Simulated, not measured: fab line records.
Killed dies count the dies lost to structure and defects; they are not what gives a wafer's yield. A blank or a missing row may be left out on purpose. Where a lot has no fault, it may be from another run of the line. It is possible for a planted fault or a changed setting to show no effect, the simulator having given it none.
Chamber matching ; flow n5-finfet ; 4 sister chambers for N5_BEOL_M0_SAQP_ETCH_83 on rie-diel-03
The step etches SiARC in CF4, target depth 39 nm, time 65 s. 20 wafers are shown with their chamber, then 10 later ones without.

== WAFERS WITH THEIR CHAMBER ==
wafer;chamber;showerhead-plenum-p-Torr (Torr);drypump-motor-current-A (A);throttle-valve-pct (%)
L074.3;1;2.19;5.8;15.98
L074.4;0;2.15;6.2;15.20
L074.6;3;2.28;5.2;15.43
L079.2;3;2.28;5.2;15.47
L079.3;1;2.19;5.8;16.02
L079.4;2;2.24;6.2;15.30
L081.1;3;2.28;5.2;15.46
L081.2;0;2.14;6.2;15.20
L081.5;3;2.28;5.2;15.46
L083.2;3;2.28;5.2;15.47
L083.3;2;2.24;6.2;15.31
L083.4;0;2.14;6.2;15.21
L084.2;1;2.19;5.8;15.99
L084.4;1;2.19;5.8;16.02
L084.5;3;2.28;5.2;15.47
L086.3;3;2.28;5.2;15.46
L086.4;0;2.14;6.2;15.23
L086.5;1;2.19;5.8;16.03
L089.2;2;2.24;6.3;15.31
L089.4;0;2.14;6.2;15.21

SIGNATURES (means of the wafers above)
reading;chamber 0;chamber 1;chamber 2;chamber 3;scatter within a chamber
showerhead-plenum-p-Torr;2.1420;2.1900;2.2400;2.2800;0.00224
drypump-motor-current-A;6.200;5.800;6.233;5.200;0.0204
throttle-valve-pct;15.2100;16.0080;15.3067;15.4600;0.0153
Rule: a wafer's distance from a chamber is the root of the sum, over the readings, of the square of ((its reading less the chamber's mean) divided by the reading's scatter). If the next closest chamber is less than 2 further off than the closest, the wafer can't be placed; otherwise it belongs to the closest. The scatter: take each reading less its chamber's mean, square it, sum over the shown wafers, divide by the number of wafers less the number of chambers, and take the root.

== WAFERS MISSING THEIR CHAMBER ==
wafer;showerhead-plenum-p-Torr (Torr);drypump-motor-current-A (A);throttle-valve-pct (%)
L089.6;2.14;6.1;15.22
L090.2;2.24;6.3;15.33
L090.4;2.28;5.2;15.47
L090.5;2.19;5.8;16.04
L091.1;2.14;6.2;15.24
L091.2;2.28;5.2;15.48
L091.4;2.24;6.3;15.32
L094.2;2.27;5.2;15.49
L094.3;2.18;5.8;16.04
L094.4;2.14;6.2;15.25

== WHICH CHAMBER EACH ONE RAN IN ==
wafer;from the rows above;in truth
L089.6;0;0
L090.2;2;2
L090.4;3;3
L090.5;1;1
L091.1;0;0
L091.2;3;3
L091.4;2;2
L094.2;3;3
L094.3;1;1
L094.4;0;0
Correctly placed: 10 of 10. Left unplaced by these rows: 0. 0 placed wrongly.
